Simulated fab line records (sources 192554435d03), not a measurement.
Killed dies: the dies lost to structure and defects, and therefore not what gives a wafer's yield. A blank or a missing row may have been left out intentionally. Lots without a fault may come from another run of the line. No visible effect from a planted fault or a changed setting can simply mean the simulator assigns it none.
Chamber matching	flow n5_finfet	4 sister chambers for N5_FIN_SAQP_HM_OPEN_33 on rie_diel-03
The step chemistry CH3F/O2, target SiNx, target depth 49.4 nm, time 70.6 s. 4 wafers are shown with their chamber, then 11 later ones without.

== WAFERS, EACH WITH ITS CHAMBER ==
wafer	chamber	throttle_valve_pct (%)
L083.5	3	16.15
L085.1	2	16.79
L085.2	0	16.16
L087.2	1	16.62

== WAFERS MISSING THEIR CHAMBER ==
wafer	throttle_valve_pct (%)
L087.3	16.16
L087.4	16.61
L090.1	16.17
L090.2	16.62
L090.4	16.18
L094.2	16.20
L094.3	16.63
L094.4	16.30
L096.2	16.21
L096.3	15.73
L096.5	15.74

== EACH ONE'S CHAMBER ==
wafer	from the rows above	in truth
L087.3	can't be placed: 0 or 3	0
L087.4	can't be placed: 1 or 2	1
L090.1	can't be placed: 0 or 3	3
L090.2	can't be placed: 1 or 2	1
L090.4	can't be placed: 0 or 3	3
L094.2	can't be placed: 0 or 3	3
L094.3	can't be placed: 1 or 2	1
L094.4	can't be placed: 0 or 3 or 1 or 2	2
L096.2	can't be placed: 0 or 3 or 1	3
L096.3	can't be placed: 3 or 0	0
L096.5	can't be placed: 3 or 0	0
Placed correctly: 0 of 11. Unplaceable from these rows: 11, with the true chamber sitting among the candidates in 11. Number placed wrongly: 0.
How it was worked out, from the rows above alone: a wafer's distance from a chamber is the root of the sum, over the readings, of the square of ((its reading less the chamber's mean) divided by the reading's scatter). The wafer belongs to the nearest chamber; if the next one is less than 2 further off, it can't be placed. The mean given for a chamber averages the wafers shown for that chamber. The scatter: root of mean squared gap, hidden wafer to nearest shown wafer, with one shown wafer a chamber.
